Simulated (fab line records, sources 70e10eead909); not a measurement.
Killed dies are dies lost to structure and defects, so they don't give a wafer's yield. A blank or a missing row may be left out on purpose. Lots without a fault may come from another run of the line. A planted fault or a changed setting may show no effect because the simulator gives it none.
Which tool did it? | flow nand_harc | 14 lots, 42 wafers sampled, at 3 steps of a route of 1302

WHAT THE GAUGES READ, wafer by wafer
NHARC_A_ONON_D2_THK_MEAS_08: measures by ellipsometry. Usual: thk_nm 997 nm, standard deviation 12.
lot  | measured     | on            | thk_nm (nm)    | flag
L825 | day 13 06:11 | film_metro-02 | 1021 1023 1023 |
L824 | day 13 06:20 | film_metro-01 | 992 993 993    |
L826 | day 13 06:31 | film_metro-02 | 1003 1003 1003 |
L828 | day 14 08:28 | film_metro-01 | 994 993 993    |
L830 | day 15 06:26 | film_metro-01 | 999 999 1000   |
L832 | day 15 20:16 | film_metro-02 | 991 991 988    |
L833 | day 16 01:52 | film_metro-01 | 998 998 996    |
L834 | day 16 15:11 | film_metro-01 | 981 980 980    |
L835 | day 17 02:14 | film_metro-01 | 982 982 982    |
L838 | day 18 08:37 | film_metro-02 | 636 992 637    | OFF
L840 | day 19 05:03 | film_metro-01 | 1000 1002 999  |
L842 | day 19 18:38 | film_metro-02 | 985 986 629    | OFF
L846 | day 21 12:58 | film_metro-01 | 973 973 976    |
L847 | day 21 20:13 | film_metro-01 | 1030 1029 1029 |

NHARC_END_SORT_01. Usual: killed_at_array 52, standard deviation 16; killed_at_other 0.8, standard deviation 0.98; killed_at_periphery 4.2, standard deviation 2.9; killed_dies 57, standard deviation 16; killed_open 3.3, standard deviation 1.9; killed_short 2.5, standard deviation 1.5.
lot  | measured     | on        | killed_at_array | killed_at_other | killed_at_periphery | killed_dies | killed_open | killed_short | flag
L825 | day 25 05:24 | prober-01 | 57 67 59        | 2 1 1           | 1 1 2               | 60 69 62    | 7 1 4       | 2 3 3        |
L824 | day 25 06:15 | prober-02 | 27 30 26        | 0 0 0           | 8 7 1               | 35 37 27    | 4 1 2       | 1 7 1        |
L826 | day 26 03:53 | prober-02 | 46 52 24        | 3 0 0           | 4 4 2               | 53 56 26    | 5 8 2       | 2 2 1        |
L828 | day 25 20:14 | prober-01 | 28 57 52        | 0 0 0           | 8 2 0               | 36 59 52    | 3 2 4       | 5 2 1        |
L830 | day 27 00:40 | prober-02 | 82 79 66        | 0 0 0           | 3 1 7               | 85 80 73    | 3 2 8       | 5 3 3        |
L832 | day 27 16:05 | prober-01 | 46 58 53        | 0 2 1           | 10 4 14             | 56 64 68    | 6 2 6       | 2 2 2        |
L833 | day 27 16:05 | prober-02 | 61 62 50        | 3 4 4           | 3 3 1               | 67 69 55    | 3 1 5       | 3 2 1        |
L834 | day 28 16:54 | prober-02 | 56 57 70        | 1 1 2           | 4 4 4               | 61 62 76    | 7 1 3       | 2 2 3        |
L835 | day 28 23:06 | prober-02 | 72 54 59        | 1 2 1           | 10 6 13             | 83 62 73    | 5 0 7       | 4 2 5        |
L838 | day 29 23:02 | prober-01 | 674 54 673      | 1 0 0           | 2 3 4               | 677 57 677  | 2 5 4       | 2 1 0        | OFF
L840 | day 31 06:24 | prober-02 | 74 58 72        | 1 1 2           | 9 6 6               | 84 65 80    | 1 4 7       | 2 4 1        |
L842 | day 31 06:23 | prober-01 | 52 46 668       | 1 3 0           | 4 8 9               | 57 57 677   | 5 6 2       | 2 7 2        | OFF
L846 | day 33 13:04 | prober-02 | 31 37 38        | 3 1 1           | 2 1 4               | 36 39 43    | 3 3 4       | 0 4 4        |
L847 | day 34 03:25 | prober-01 | 67 56 52        | 0 0 0           | 7 7 8               | 74 63 60    | 4 3 6       | 5 4 5        |

WHICH TOOL RAN EACH LOT (tool, then ch and the chambers of the sampled wafers, then the start)
lot  | NHARC_A_ONON_D2_DEP_06
L825 | pecvd_onon-01 ch 0, day 13 05:47
L824 | pecvd_onon-04 ch 0, day 13 06:00
L826 | pecvd_onon-02 ch 0, day 13 06:07
L828 | pecvd_onon-01 ch 0, day 14 08:01
L830 | pecvd_onon-01 ch 0, day 15 05:56
L832 | pecvd_onon-01 ch 0, day 15 19:45
L833 | pecvd_onon-02 ch 0, day 16 01:21
L834 | pecvd_onon-04 ch 0, day 16 14:47
L835 | pecvd_onon-01 ch 0, day 17 01:43
L838 | pecvd_onon-04 ch 0, day 18 08:10
L840 | pecvd_onon-02 ch 0, day 19 04:32
L842 | pecvd_onon-04 ch 0, day 19 18:07
L846 | pecvd_onon-01 ch 0, day 21 12:30
L847 | pecvd_onon-02 ch 0, day 21 19:42
- NHARC_A_ONON_D2_DEP_06: target thk 1000 nm.

WHAT THE TOOLS THEMSELVES READ (means of the sampled wafers that have a number; where no wafer has one, the mark that the record gives instead)
The record holds no such reading with a usual standard deviation.

THE ANSWER, worked out from the rows above alone
Rule: a lot is off if the mean of its wafers that have a number lies more than 3 standard deviations from the usual mean. A lot without any number at a reading at which 4 lots or more have one is off too. The other lots that the step has rows for count as sound. The gauges are gone through in route order, then the tools' own readings, and for those a lot's mean is taken as printed above. The first step at which some lot is off is used, and at that step the reading that is off furthest; a lot without a number counts as furthest.
Off: L838, L842, at NHARC_A_ONON_D2_THK_MEAS_08 (thk_nm).
A tool fits if, at a process step before that reading, it ran every lot that is off, and no sound lot after the first of them. The gauges at NHARC_A_ONON_D2_THK_MEAS_08 aren't tried: what is off there is off at NHARC_END_SORT_01 too, on other tools, and a gauge's error can't cause that. One fits: pecvd_onon-04 at NHARC_A_ONON_D2_DEP_06. Its last sound lot is L834 (day 16 14:47), its first lot that is off L838 (day 18 08:10): a fault that began between those two fits.

WHAT THE SIMULATOR HAD PUT IN
Process parameter drift: pecvd_onon-04, from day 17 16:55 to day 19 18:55, at NHARC_A_ONON_D2_DEP_06. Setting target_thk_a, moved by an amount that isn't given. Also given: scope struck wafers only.
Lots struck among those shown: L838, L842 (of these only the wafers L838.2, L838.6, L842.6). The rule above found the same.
